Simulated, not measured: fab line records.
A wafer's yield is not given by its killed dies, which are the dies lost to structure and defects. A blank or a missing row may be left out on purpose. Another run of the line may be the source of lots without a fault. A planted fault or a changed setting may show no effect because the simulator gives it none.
A lot that was struck, set against a sound lot | flow nand_harc | 14 out of 1302 route steps
Sound: wafers L341.2, L341.3, L341.5. Struck: wafer L343.6 (left out: L343.4, L343.5 of the same lot, which were not struck); the cause appears at the end.
For every step that has rows: the tool of each side, followed by ch and its chambers, followed by its first start. Under that, the readings that differ: sound wafers | struck wafers | difference of the means | sigmas: that difference in standard deviations of wafers without a fault.
alike: readings whose means differ by less than 2 such deviations, and words and numbers that are the same on both sides. not compared: withheld readings, readings that some wafer has no value for, bounds like >300 that may hide the same value, and numbers for which the record gives no deviation and whose values overlap.
The two part at a step that has a row with sigmas, a row that says differs or no value, or rows on one side only. Numbers that don't overlap but have no deviation are shown without sigmas and don't part them. A reading that every wafer of one side lacks parts them only if that side has two wafers or more.

first, 7 steps without rows for these wafers: NHARC_A_M1_COAT_34 (time 65 s); NHARC_A_M1_COAT_03 (resist thk 90 nm); NHARC_A_M1_SOFTBAKE_04 (time 55 s); NHARC_A_M1_EBR_05; NHARC_A_M1_EXPOSE_06 (exposes mask A M1, target cd 120 nm); NHARC_A_M1_PEB_07 (peb time 65 s); NHARC_A_M1_DEVELOP_08 (develop time 35 s).
NHARC_A_M1_CD_MEAS_09: target cd 120 nm.
  sound on cd_sem-03 ch 0, day 26 09:19; struck on cd_sem-03 ch 0, day 27 16:33
  alike: cd_nm
NHARC_A_M1_OVL_MEAS_10: pitch 240 nm.
  sound: overlay-02 at day 26 09:25; struck: overlay-02 at day 27 16:38
  reading           | sound          | struck | difference | sigmas
  overlay_x_nm (nm) | -0.6 -0.2 -0.6 | 2.0    | +2.5       | +3
  alike: overlay_y_nm
NHARC_A_M1_INSPECT_11:
  sound: defect_inspect-01 at day 26 09:26; struck: defect_inspect-01 at day 27 16:40
  alike: raw_defect_count
NHARC_A_M1_DESCUM_14: chemistry O2, time 3 s.
  sound on rie_diel-03 ch 0,1,3, day 26 09:31; struck on rie_diel-02 ch 3, day 27 16:44
  reading                     | sound          | struck | difference | sigmas
  drypump_motor_current_A (A) | 5.9 6.2 5.8    | 4.7    | -1.3       | -2
  rf_vpp_V (V)                | 58.3 57.6 56.4 | 60.0   | +2.6       | +3
  alike: oes_product_au, showerhead_plenum_p_Torr, throttle_valve_pct
  not compared: rf_hours_counter_h
NHARC_A_M1_ETCH_35: etches the open film in N2/H2, target depth 40 nm, overetch 12 nm, time 43.94 s.
  sound on rie_diel-03 ch 1,2,3, day 26 09:35; struck on rie_diel-02 ch 3, day 27 16:50
  alike: drypump_motor_current_A, oes_product_au, rf_fwd_power_W, rf_vpp_V, showerhead_plenum_p_Torr, throttle_valve_pct
  not compared: rf_hours_counter_h
NHARC_A_M1_ETCH_15: etches the open film in C4F8/Ar, target depth 182.5 nm, time 91.2 s.
  sound on rie_diel-03 ch 0,2, day 26 09:40; struck on rie_diel-02 ch 2, day 27 16:55
  reading               | sound             | struck | difference | sigmas
  oes_product_au (a.u.) | 0.971 0.981 0.983 | 0.881  | -0.097     | -4
  rf_fwd_power_W (W)    | 598.7 594.0 597.5 | 502.5  | -94.2      | -43
  alike: rf_vpp_V
  not compared: rf_hours_counter_h
NHARC_A_M1_CD_MEAS_16:
  sound: cd_sem-03 at day 26 09:49; struck: cd_sem-01 at day 27 17:02
  alike: cd_nm

== WHERE THEY PART ==
Last at NHARC_A_M1_ETCH_15 as far as this record goes, first at NHARC_A_M1_OVL_MEAS_10. Later steps at which nothing parts them and some readings are alike: NHARC_A_M1_CD_MEAS_16.

WHY: what had been put in by the simulator
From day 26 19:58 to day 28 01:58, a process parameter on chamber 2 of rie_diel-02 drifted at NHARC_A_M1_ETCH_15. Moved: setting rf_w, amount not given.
